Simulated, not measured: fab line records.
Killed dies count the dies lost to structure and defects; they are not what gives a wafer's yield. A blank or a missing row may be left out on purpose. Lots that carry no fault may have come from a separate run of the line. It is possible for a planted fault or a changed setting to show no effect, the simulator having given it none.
Chamber matching	flow n5-finfet	rie-diel-02 running N5_FIN_SAQP_STRIP_55: 4 sister chambers
The step strips in N2/H2. 8 wafers are shown with their chamber, then 10 later ones without.

EACH WAFER AND ITS CHAMBER
wafer	chamber	drypump-motor-current-A (A)	showerhead-plenum-p-Torr (Torr)
L075.4	0	6.4	3.39
L076.1	0	6.4	3.39
L082.5	2	5.3	3.51
L083.1	3	5.7	3.28
L083.2	1	5.5	3.35
L083.5	3	5.7	3.28
L085.3	2	5.2	3.50
L085.5	1	5.5	3.35

WAFERS WITHOUT THEIR CHAMBER
wafer	drypump-motor-current-A (A)	showerhead-plenum-p-Torr (Torr)
L085.6	5.2	3.51
L089.1	6.3	3.38
L089.3	5.3	3.50
L089.5	5.3	3.50
L090.1	5.7	3.27
L090.2	5.5	3.34
L090.4	6.4	3.38
L091.1	5.2	3.50
L091.3	6.4	3.37
L091.6	5.2	3.50

CHAMBER TAKEN BY EACH
wafer	from the rows above	in truth
L085.6	2	2
L089.1	0	0
L089.3	2	2
L089.5	2	2
L090.1	3	3
L090.2	1	1
L090.4	0	0
L091.1	2	2
L091.3	0	0
L091.6	2	2
10 of 10 placed correctly. Not placeable from these rows: 0. Placed wrongly: 0.
How it was worked out, from the rows above alone: a wafer's distance from a chamber is the root of the sum, over the readings, of the square of ((its reading less the chamber's mean) divided by the reading's scatter). If the next closest chamber is less than 2 further off than the closest, the wafer can't be placed; otherwise it belongs to the closest. The mean given for a chamber averages the wafers shown for that chamber. The scatter: take each reading less its chamber's mean, square it, sum over the shown wafers, divide by the number of wafers less the number of chambers, and take the root.
